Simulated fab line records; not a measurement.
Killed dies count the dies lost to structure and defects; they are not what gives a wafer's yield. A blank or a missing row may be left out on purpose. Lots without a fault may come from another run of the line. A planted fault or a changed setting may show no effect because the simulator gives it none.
fab line records	flow nandHarc
record lots=6	wafers=17	lastDay=33
route steps=1302 shown THIN_TSV@1256 END@1302
lots that met no fault: from a run of the same line without faults
startH: hours from the record's opening day to when the first of the lot's shown wafers began	waitH: hours elapsed since this lot's preceding step	" same as the row above	L1.1+2: several wafers, shown together as one row	- no value, or no start given	* or withheld: withheld	< > ~ a bound
route shown NAME@n: NAME is a module with steps in the file, n the number in the route of the first one	usual: the fault-free wafers' mean and standard deviation	same: alike in all rows	chamber/n: place in a boat	sites: each site's reading	_std_site: the standard deviation of these	_edge_site: the outer-site mean with the inner-site mean subtracted	radiusMm: for every site, how far away it sits from the centre of the wafer	mask NAME#n: copy n	behind: the tool/chamber that last shaped the wafer	hold: the reason the lot was held/the length of the hold in hours/how it ended	device: names the non-switching transistor (n, p or np)	end of line: at the end of the route, the tests of the same wafers	a step with no rows: only its recipe	killed: not the wafer's yield, but the dies lost to structure and defects at the first sort	map: dies across one wafer; x = killed, . = not, _ = none there
set.NAME: the run value of the setting; set.NAME@STEP: its run value at that earlier step	model.NAME: the simulator's own value behind a step, which no gauge read
lots at selected steps of the route; one table per step, one row per wafer
services: the hour from which a tool's chamber was out of use, counted from the record's first day as startH (under 0 if before that day), plus the number of hours and why
## steps
# step NHARC_THIN_TSV_EXPOSE_09
# recipe na=0.55	doseMj=30.7	maskId=TSV
# step NHARC_THIN_TSV_PEB_10
# recipe pebTempC=118	pebTimeS=85
# step NHARC_THIN_TSV_DEVELOP_11
# recipe timeS=70
# step NHARC_THIN_TSV_CD_MEAS_12
# recipe targetCdNm=1000	landingEnergyEv=500
# usual cdNm=999.4/2
lot.wafer	tool	chamber	startH	waitH	cdNm
L415.2	cdSem-01	0	578.85	-	998.7
L415.4	"	0	"	"	1000.7
L415.6	"	0	"	"	1001.8
L419.3	cdSem-02	0	621.47	-	999.4
L419.5	"	0	"	"	1000.3
L419.6	"	0	"	"	1002.3
L424.1	cdSem-02	0	688.35	-	1000.0
L424.2	"	0	"	"	999.8
L424.4	"	0	"	"	1001.4
L425.3	cdSem-01	0	700.41	-	1002.1
L425.6	"	0	"	"	998.7
L431.2	cdSem-02	0	746.52	-	996.8
L431.4	"	0	"	"	997.9
L431.5	"	0	"	"	1000.2
L432.4	cdSem-03	0	765.00	-	998.6
L432.5	"	0	"	"	997.8
L432.6	"	0	"	"	1001.2
# step NHARC_THIN_TSV_HARDBAKE_13
# recipe tempC=125	timeS=80
# step NHARC_THIN_TSV_DESCUM_14
# recipe timeS=3	o2FlowSccm=200	arFlowSccm=0	biasPowerW=0	chemistry=O2
# usual drypumpMotorCurrentA=5.6/0.55	o2FlowSccm=200.0/0.6	oesProductAu=0.997/0.0096	rfVppV=57.6/0.91	showerheadPlenumPTorr=1.87/0.094	throttleValvePct=11.311/0.009
lot.wafer	tool	chamber	startH	waitH	drypumpMotorCurrentA	o2FlowSccm	oesProductAu	rfHoursCounterH	rfVppV	showerheadPlenumPTorr	throttleValvePct
L415.2	rieDiel-12	0	579.01	-	5.7	199.3	1.008	4.1	56.3	1.79	11.329
L415.4	"	1	"	"	5.2	199.0	0.993	4.8	57.6	2.04	11.309
L415.6	"	0	"	"	5.7	199.3	0.995	-	58.3	1.79	11.313
L419.3	rieDiel-09	0	621.62	-	5.7	200.1	0.985	7.7	59.1	2.00	11.326
L419.5	"	0	"	"	5.7	199.7	0.980	-	56.9	2.00	11.310
L419.6	"	1	"	"	4.7	200.3	0.995	-	57.6	1.78	11.302
L424.2	rieDiel-11	0	688.52	-	6.0	200.0	1.000	3.4	57.1	1.80	11.308
L424.1	"	1	"	"	5.6	199.5	0.980	3.3	55.9	1.91	11.319
L424.4	"	2	"	"	6.3	199.5	0.994	4.6	57.9	1.84	11.315
L425.3	rieDiel-09	1	700.59	-	4.7	199.8	1.004	0.9	56.5	1.77	11.307
L425.6	"	2	"	"	6.3	200.0	1.015	-	58.9	2.00	11.305
L431.2	rieDiel-12	0	746.68	-	5.7	200.1	1.010	4.4	56.2	1.79	11.313
L431.4	"	1	"	"	5.2	200.2	0.978	5.5	58.3	2.04	11.308
L431.5	"	3	"	"	6.0	200.9	1.006	-	56.5	1.81	11.301
L432.4	rieDiel-09	0	765.18	-	5.7	200.1	0.998	5.0	58.0	2.00	11.297
L432.6	"	1	"	"	4.7	201.0	0.995	-	57.5	1.77	11.316
L432.5	"	2	"	"	6.3	200.6	1.006	-	58.7	2.00	11.309
# step NHARC_THIN_TSV_ETCH_44
# recipe targetDepthA=15942	timeS=797.1	cf4FlowSccm=150	o2FlowSccm=10	arFlowSccm=0	rfW=300	biasW=800	chemistry=CF4/O2
# usual drypumpMotorCurrentA=5.6/0.54	o2FlowSccm=10.00/0.034	oesProductAu=0.997/0.01	rfVppV=792/5.5	showerheadPlenumPTorr=1.80/0.085	throttleValvePct=16.913/0.0085
lot.wafer	tool	chamber	startH	waitH	drypumpMotorCurrentA	o2FlowSccm	oesProductAu	rfHoursCounterH	rfVppV	showerheadPlenumPTorr	throttleValvePct
L415.2	rieDiel-12	2	579.09	0.1	6.0	9.97	1.003	4.7	797	1.88	16.899
L415.4	"	1	"	"	5.2	10.04	0.997	4.9	801	1.95	16.908
L415.6	"	3	"	"	6.0	10.03	0.987	-	787	1.74	16.920
L419.3	rieDiel-09	2	621.71	0.1	6.3	9.88	1.014	7.2	800	1.91	16.925
L419.6	"	2	"	"	6.3	9.96	1.007	-	800	1.91	16.906
L419.5	"	3	"	"	5.0	10.03	0.994	-	787	1.71	16.923
L424.2	rieDiel-11	2	688.60	0.1	6.3	10.01	1.006	4.7	791	1.77	16.910
L424.1	"	3	"	"	4.9	9.99	1.000	4.9	787	1.74	16.908
L424.4	"	1	"	"	5.6	10.01	0.989	3.4	794	1.83	16.905
L425.3	rieDiel-09	3	700.71	0.1	5.0	10.00	0.983	1.5	787	1.71	16.913
L425.6	"	3	"	"	5.0	9.97	0.980	-	787	1.71	16.919
L431.4	rieDiel-12	3	746.76	0.1	6.0	10.00	0.995	5.2	788	1.74	16.901
L431.2	"	0	"	"	5.7	10.06	1.014	4.5	789	1.72	16.920
L431.5	"	0	"	"	5.7	10.07	1.010	-	788	1.72	16.911
L432.4	rieDiel-09	0	765.35	0.2	5.7	10.00	0.982	5.1	799	1.91	16.897
L432.6	"	2	"	"	6.3	9.97	0.997	-	798	1.91	16.909
L432.5	"	3	"	"	5.0	9.96	0.976	-	785	1.71	16.914
# step NHARC_THIN_TSV_ETCH_15
# recipe targetDepthA=30000	boschTargetOveretchCycles=2	boschEtchStepS=2.8	boschDepStepS=1.2	boschCycles=14
# step NHARC_THIN_TSV_CD_MEAS_16
# usual cdNm=999.4/2.1
lot.wafer	tool	chamber	startH	waitH	cdNm
L415.2	cdSem-03	-	579.81	0.1	998.2
L415.4	"	-	"	"	1000.6
L415.6	"	-	"	"	1000.7
L419.3	cdSem-01	-	622.43	0.1	998.3
L419.5	"	-	"	"	1000.6
L419.6	"	-	"	"	1000.7
L424.1	cdSem-02	-	689.31	0.1	999.4
L424.2	"	-	"	"	1001.1
L424.4	"	-	"	"	1001.9
L425.3	cdSem-02	-	701.38	0.1	1001.2
L425.6	"	-	"	"	998.7
L431.2	cdSem-01	-	747.47	0.1	996.2
L431.4	"	-	"	"	998.9
L431.5	"	-	"	"	1000.1
L432.4	cdSem-03	-	765.96	0.1	999.0
L432.5	"	-	"	"	999.2
L432.6	"	-	"	"	1000.8
# step NHARC_THIN_TSV_STRIP_45
# recipe powerW=1500	tempC=250	chemistry=O2
# usual drypumpMotorCurrentA=5.90/0.11	heaterPowerW=303/35	rfReflPowerW=18.6/1.5
lot.wafer	tool	chamber	startH	waitH	drypumpMotorCurrentA	heaterPowerW	rfHoursCounterH	rfReflPowerW
L415.2	plasmaAsher-02	0	579.88	0.1	5.85	271	33	-
L415.4	"	1	"	"	6.01	346	-	-
L415.6	"	0	"	"	5.86	277	-	-
L419.3	plasmaAsher-02	1	622.64	0.2	6.02	345	-	18.7
L419.5	"	0	"	"	5.86	280	-	16.5
L419.6	"	1	"	"	6.01	335	-	18.5
L424.2	plasmaAsher-02	1	689.38	0.1	6.01	327	14	19.2
L424.1	"	0	"	"	5.85	288	14	16.8
L424.4	"	0	"	"	5.86	282	-	16.3
L425.3	plasmaAsher-02	0	706.70	5.3	5.87	288	-	-
L425.6	"	0	"	"	5.86	284	-	-
L431.2	plasmaAsher-02	1	747.54	0.1	6.02	341	27	-
L431.4	"	0	"	"	5.87	287	-	-
L431.5	"	0	"	"	5.87	289	-	-
L432.4	plasmaAsher-01	1	766.12	0.2	5.70	325	-	-
L432.6	"	1	"	"	5.72	319	-	-
L432.5	"	0	"	"	5.91	235	-	-
# step NHARC_THIN_TSV_STRIP_46
# recipe timeS=1200	tempC=72.5	chemistry=postEtchResidueRemover
# step NHARC_THIN_TSV_DEP_47
# recipe targetThkA=2000	tempC=withheld	pressureTorr=6.5	rfW=900	teosFlowSccm=161.4	flowSccm=2650	targetThkNm=200	gas=O2	material=SiO2
# usual showerheadVppV=1873/84	throttleValvePct=15.8/0.5
lot.wafer	tool	chamber	startH	waitH	showerheadVppV	throttleValvePct
L415.2	pecvd-02	1	580.72	-	1746	16.4
L415.4	"	0	"	"	1786	16.3
L415.6	"	1	"	"	1741	16.3
L419.3	pecvd-02	0	623.30	-	1759	16.3
L419.5	"	1	"	"	1722	16.3
L419.6	"	2	"	"	1840	15.8
L424.2	pecvd-04	1	690.18	-	1895	15.8
L424.1	"	0	"	"	2002	15.3
L424.4	"	2	"	"	1905	15.8
L425.3	pecvd-02	2	707.49	-	1797	16.1
L425.6	"	1	"	"	1748	16.6
L431.2	pecvd-01	1	748.34	-	1970	15.5
L431.5	"	1	"	"	1957	15.6
L431.4	"	0	"	"	1856	16.9
L432.6	pecvd-01	1	766.96	-	1964	15.7
L432.5	"	2	"	"	1758	15.4
L432.4	"	0	"	"	1821	16.5
# step NHARC_THIN_TSV_ETCHBACK_48
# recipe targetDepthA=10285	overEtchFrac=0.3	timeS=405.17	ionEnergyEv=250	c4f8FlowSccm=withheld	arFlowSccm=withheld	rfW=600	biasW=300	chemistry=C4F8/Ar
# usual oesProductAu=0.95/0.031	overEtchFrac=0.3/0	rfVppV=545/3.7
lot.wafer	tool	chamber	startH	waitH	oesProductAu	overEtchFrac	rfHoursCounterH	rfVppV
L415.2	rieDiel-09	0	581.08	-	0.92	0.3	5.5	550
L415.4	"	1	"	"	0.93	0.3	-	542
L415.6	"	3	"	"	0.92	0.3	-	542
L419.3	rieDiel-09	0	623.69	-	0.92	0.3	8.0	550
L419.5	"	0	"	"	0.92	0.3	-	550
L419.6	"	1	"	"	0.93	0.3	-	542
L424.4	rieDiel-09	2	690.58	-	1.02	0.3	0.5	550
L424.2	"	3	"	"	1.00	0.3	0.5	542
L424.1	"	1	"	"	1.02	0.16149	0.3	541
L425.3	rieDiel-09	3	707.91	-	0.90	0.3	2.0	543
L425.6	"	1	"	"	0.93	0.16149	-	541
L431.2	rieDiel-11	0	748.82	-	0.93	0.3	5.9	542
L431.4	"	1	"	"	0.91	0.3	7.0	547
L431.5	"	3	"	"	0.92	0.3	-	542
L432.4	rieDiel-12	3	767.36	-	0.93	0.3	6.2	543
L432.6	"	0	"	"	0.93	0.3	-	541
L432.5	"	1	"	"	0.90	0.3	-	552
# step NHARC_THIN_TSV_STRIP_62
# recipe powerW=1500	tempC=250	timeS=20	chemistry=N2/H2
# usual drypumpMotorCurrentA=5.87/0.12	heaterPowerW=298/37	rfReflPowerW=18.6/1.3
lot.wafer	tool	chamber	startH	waitH	drypumpMotorCurrentA	heaterPowerW	rfHoursCounterH	rfReflPowerW
L415.2	plasmaAsher-02	0	581.51	-	5.88	270	33	-
L415.4	"	0	"	"	5.86	271	-	-
L415.6	"	1	"	"	6.01	337	-	-
L419.3	plasmaAsher-02	1	624.10	-	6.00	342	-	18.8
L419.5	"	1	"	"	6.00	337	-	19.3
L419.6	"	0	"	"	5.87	279	-	17.3
L424.1	plasmaAsher-01	1	690.93	-	5.68	326	33	-
L424.2	"	0	"	"	5.90	252	33	-
L424.4	"	1	"	"	5.70	334	-	-
L425.3	plasmaAsher-01	1	708.20	-	5.65	325	-	18.8
L425.6	"	1	"	"	5.69	316	-	19.0
L431.2	plasmaAsher-01	1	749.13	-	5.69	316	10	18.3
L431.4	"	0	"	"	5.93	236	-	20.6
L431.5	"	0	"	"	5.91	242	-	20.1
L432.4	plasmaAsher-02	0	767.67	-	5.87	295	-	17.2
L432.5	"	1	"	"	6.01	351	-	18.6
L432.6	"	0	"	"	5.86	285	-	16.4
# step NHARC_END_SORT_01
# recipe tempC=25
# usual defectLimitedYield=91.6/2.8	killedAtArray=52/18	killedAtOther=0.6/0.83	killedAtPeriphery=4.3/2.8	killedDies=57/19	killedOpen=3.4/2	killedShort=2.5/1.7	sort_bin_2_pct=3.0/1.1	sort_bin_3_pct=0.6/0.41	sort_bin_4_pct=4.7/1.6	sortNPass=620/19	sortRimYieldPct=91/3.7	sortYieldPct=91.6/2.8
# same grossDies=677	sort_bin_5_pct[%]=0	sort_bin_6_pct[%]=0	sort_bin_7_pct[%]=0	sort_bin_8_pct[%]=0	sortRimNGross=106.00
lot.wafer	tool	chamber	startH	waitH	defectLimitedYield[%]	killedAtArray	killedAtOther	killedAtPeriphery	killedDies	killedOpen	killedShort	sort_bin_2_pct[%]	sort_bin_3_pct[%]	sort_bin_4_pct[%]	sortNPass	sortRimYieldPct[%]	sortYieldPct[%]
L415.2	prober-02	0	597.02	2.8	90.7	62	0	1	63	6	2	3.0	0.7	5.6	614	91	90.7
L415.4	prober-02	0	598.63	3.4	91.3	56	0	3	59	0	6	3.5	0.9	4.3	618	92	91.3
L415.6	prober-02	0	600.24	4.0	91.4	55	1	2	58	3	2	3.1	0.7	4.7	619	91	91.4
L419.3	prober-01	0	641.02	3.1	89.8	68	1	0	69	7	0	3.1	0.9	6.2	608	93	89.8
L419.5	prober-01	0	642.62	3.7	91.4	57	1	0	58	3	2	3.0	0.3	5.3	619	94	91.4
L419.6	prober-01	0	643.43	4.0	88.6	75	0	2	77	4	2	4.0	0.3	7.1	600	94	88.6
L424.1	prober-02	0	703.29	2.5	90.1	57	2	8	67	1	3	3.2	1.2	5.5	610	92	90.1
L424.2	prober-02	0	704.10	2.8	91.1	56	0	4	60	2	2	3.0	0.6	5.3	617	92	91.1
L424.4	prober-02	0	705.70	3.4	89.5	66	0	5	71	4	4	3.5	1.2	5.8	606	88	89.5
L425.3	prober-02	0	723.73	3.1	92.8	42	1	6	49	5	3	2.4	0.1	4.7	628	86	92.8
L425.6	prober-02	0	726.17	4.1	94.7	33	0	3	36	3	1	2.1	0.4	2.8	641	91	94.7
L431.2	prober-01	0	766.07	2.8	90.7	52	0	11	63	4	0	3.7	0.3	5.3	614	86	90.7
L431.4	prober-01	0	767.66	3.4	91.7	44	0	12	56	9	0	3.2	0.4	4.6	621	86	91.7
L431.5	prober-01	0	768.46	3.7	91.6	48	0	9	57	3	1	2.4	1.0	5.0	620	87	91.6
L432.4	prober-02	0	782.46	3.4	93.2	36	0	10	46	2	2	2.1	0.9	3.8	631	88	93.2
L432.5	prober-02	0	783.27	3.7	95.1	30	1	2	33	2	1	1.8	0.7	2.4	644	87	95.1
L432.6	prober-02	0	784.07	4.0	93.2	41	0	5	46	3	1	2.1	1.2	3.5	631	85	93.2
# killed by level:class
L415.2 A_CHANNEL_HOLE_D2:chamberFilmFlake=33 A_SLIT:chamberFilmFlake=14 A_STAIRCASE:chamberFilmFlake=3 A_BLC:geometricParticle:open=2 A_DECK1_JOINT:chamberFilmFlake=2 A_ONON_D1:geometricParticle:open=1 A_CHANNEL_HOLE_D1:geometricParticle:short=1 A_ONON_D2:geometricParticle:short=1
L415.4 A_CHANNEL_HOLE_D2:chamberFilmFlake=31 A_SLIT:chamberFilmFlake=16 A_CONTACT:chamberFilmFlake=2 P_GATE:geometricParticle:short=1 A_ONON_D1:geometricParticle:short=1 A_DECK1_JOINT:geometricParticle:short=1 A_ONON_D2:geometricParticle:short=1 A_CHANNEL_FILL_D2:geometricParticle:short=1
L415.6 A_CHANNEL_HOLE_D2:chamberFilmFlake=34 A_SLIT:chamberFilmFlake=15 A_STAIRCASE:chamberFilmFlake=2 P_GATE:geometricParticle:short=1 A_CHANNEL_HOLE_D1:geometricParticle:short=1 A_CONTACT:geometricParticle:open=1 A_BLC:geometricParticle:open=1 STARTING-WAFER:geometricParticle:open=1
L419.3 A_CHANNEL_HOLE_D1:chamberFilmFlake=36 A_CHANNEL_HOLE_D2:chamberFilmFlake=8 A_CONTACT:chamberFilmFlake=6 A_DECK1_JOINT:chamberFilmFlake=4 A_STAIRCASE:chamberFilmFlake=4 A_CHANNEL_FILL_D2:chamberFilmFlake=3 A_CHANNEL_FILL_D1:geometricParticle:open=1 A_DECK1_JOINT:geometricParticle:open=1
L419.5 A_CHANNEL_HOLE_D1:chamberFilmFlake=27 A_CHANNEL_HOLE_D2:chamberFilmFlake=9 A_STAIRCASE:chamberFilmFlake=7 A_CHANNEL_FILL_D2:chamberFilmFlake=3 A_ONON_D1:geometricParticle:open=2 A_WL_FILL:chamberFilmFlake=2 A_CHANNEL_HOLE_D1:geometricParticle:short=1 A_WL_FILL:geometricParticle:short=1
L419.6 A_CHANNEL_HOLE_D1:chamberFilmFlake=36 A_STAIRCASE:chamberFilmFlake=18 A_CHANNEL_HOLE_D2:chamberFilmFlake=7 A_DECK1_JOINT:chamberFilmFlake=3 P_GATE:geometricParticle:open=2 A_ZERO_WELL:chamberFilmFlake=2 A_CONTACT:chamberFilmFlake=2 A_DECK1_JOINT:geometricParticle:short=1
L424.1 A_CHANNEL_HOLE_D1:chamberFilmFlake=33 A_CHANNEL_HOLE_D2:chamberFilmFlake=9 A_CONTACT:chamberFilmFlake=7 P_M2:chamberFilmFlake=6 A_STAIRCASE:chamberFilmFlake=3 P_GATE:geometricParticle:short=1 A_ONON_D1:geometricParticle:open=1 A_CHANNEL_FILL_D1:geometricParticle:short=1
L424.2 A_CHANNEL_HOLE_D1:chamberFilmFlake=27 A_CHANNEL_HOLE_D2:chamberFilmFlake=13 A_CONTACT:chamberFilmFlake=6 P_M2:chamberFilmFlake=4 A_ZERO_WELL:chamberFilmFlake=2 A_STAIRCASE:chamberFilmFlake=2 A_ONON_D1:geometricParticle:open=1 A_CHANNEL_FILL_D1:geometricParticle:open=1
L424.4 A_CHANNEL_HOLE_D1:chamberFilmFlake=33 A_CHANNEL_HOLE_D2:chamberFilmFlake=15 A_CONTACT:chamberFilmFlake=6 A_SLIT:chamberFilmFlake=3 P_M0:geometricParticle:short=2 A_ONON_D2:geometricParticle:short=2 P_ZERO_WELL:chamberFilmFlake=2 A_CHANNEL_FILL_D1:geometricParticle:open=1
L425.3 A_SLIT:chamberFilmFlake=19 A_CHANNEL_HOLE_D1:chamberFilmFlake=6 A_CONTACT:chamberFilmFlake=4 P_ZERO_WELL:chamberFilmFlake=3 A_M0:geometricParticle:open=2 A_CHANNEL_FILL_D2:chamberFilmFlake=2 A_WL_FILL:chamberFilmFlake=2 A_M0:chamberFilmFlake=2
L425.6 A_SLIT:chamberFilmFlake=18 A_CONTACT:chamberFilmFlake=6 A_CHANNEL_HOLE_D1:chamberFilmFlake=2 A_CHANNEL_FILL_D2:chamberFilmFlake=2 A_M0:chamberFilmFlake=2 P_CONTACT:geometricParticle:open=1 A_DECK1_JOINT:geometricParticle:open=1 A_ONON_D2:geometricParticle:short=1
L431.2 A_STAIRCASE:chamberFilmFlake=18 A_SLIT:chamberFilmFlake=16 A_CHANNEL_HOLE_D1:chamberFilmFlake=8 A_SGD_CUT:chamberFilmFlake=6 P_GATE:chamberFilmFlake=5 P_M1:chamberFilmFlake=4 P_M0:geometricParticle:open=2 A_M1:chamberFilmFlake=2
L431.4 A_SLIT:chamberFilmFlake=15 P_M1:chamberFilmFlake=7 A_CHANNEL_HOLE_D1:chamberFilmFlake=7 A_STAIRCASE:chamberFilmFlake=5 A_SGD_CUT:chamberFilmFlake=4 A_M0:geometricParticle:open=3 P_GATE:chamberFilmFlake=3 P_M0:geometricParticle:open=2
L431.5 A_SLIT:chamberFilmFlake=20 A_STAIRCASE:chamberFilmFlake=11 P_GATE:chamberFilmFlake=4 P_M1:chamberFilmFlake=4 A_WL_FILL:chamberFilmFlake=3 A_M1:chamberFilmFlake=3 A_M0:geometricParticle:open=2 A_CHANNEL_HOLE_D1:chamberFilmFlake=2
L432.4 A_CHANNEL_HOLE_D2:chamberFilmFlake=16 A_SLIT:chamberFilmFlake=12 P_GATE:chamberFilmFlake=8 A_CHANNEL_FILL_D1:chamberFilmFlake=2 A_STAIRCASE:chamberFilmFlake=2 P_M1:geometricParticle:open=1 A_CHANNEL_FILL_D1:geometricParticle:short=1 A_BLC:geometricParticle:open=1
L432.5 A_SLIT:chamberFilmFlake=18 A_CHANNEL_HOLE_D2:chamberFilmFlake=9 P_CONTACT:geometricParticle:open=1 A_CHANNEL_FILL_D2:geometricParticle:open=1 STARTING-WAFER:geometricParticle:short=1 P_GATE:chamberFilmFlake=1 A_STAIRCASE:chamberFilmFlake=1 A_WL_FILL:chamberFilmFlake=1
L432.6 A_CHANNEL_HOLE_D2:chamberFilmFlake=19 A_SLIT:chamberFilmFlake=13 A_CONTACT:chamberFilmFlake=5 P_GATE:chamberFilmFlake=3 P_M0:geometricParticle:open=1 A_ONON_D1:geometricParticle:open=1 A_DECK1_JOINT:geometricParticle:short=1 A_M1:geometricParticle:open=1
## services
tool	chamber	startH	hours	kind
pecvd-01	-	568.58	1.2	repair
rieDiel-09	2	580.55	15.0	repair
pecvd-02	-	589.62	13.0	pm
plasmaAsher-02	-	603.00	9.0	pm
rieDiel-11	1	607.60	2.4	repair
rieDiel-11	-	609.50	9.0	pm
rieDiel-12	-	622.40	9.0	pm
plasmaAsher-01	-	623.38	3.7	repair
rieDiel-09	0	632.13	6.3	repair
rieDiel-09	2	634.15	4.1	repair
rieDiel-11	2	637.09	4.7	repair
pecvd-02	1	644.96	11.9	repair
plasmaAsher-01	-	650.55	1.5	repair
plasmaAsher-02	-	665.41	8.3	repair
rieDiel-09	-	674.10	9.0	pm
pecvd-02	0	674.62	6.8	repair
rieDiel-12	0	692.26	21.1	repair
plasmaAsher-01	-	692.71	3.8	repair
plasmaAsher-01	-	696.53	9.0	pm
rieDiel-09	-	717.68	0.3	repair
rieDiel-12	0	739.12	6.1	repair
plasmaAsher-01	-	740.92	4.0	repair
rieDiel-11	1	750.78	4.1	repair
rieDiel-11	2	758.16	9.0	repair
## key
firstSign step=NHARC_THIN_TSV_ETCHBACK_48	reading=overEtchFrac	direction=down	sigmas=99+	usual=0.3	struck=0.16149
effect none on later readings
metAt NHARC_THIN_TSV_ETCHBACK_48
struckWafers L424.1,L425.6
onsetBetween 623.69 690.58
fault kind=processParameterDrift	tool=rieDiel-09	chamber=-	onsetH=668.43	steps=NHARC_THIN_TSV_ETCHBACK_48	channel=overEtchFrac	offset=-0.13851	shape=step	endH=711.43	scope=struckWafersOnly	actsIn=theseRecipesOnly	stated=0.3
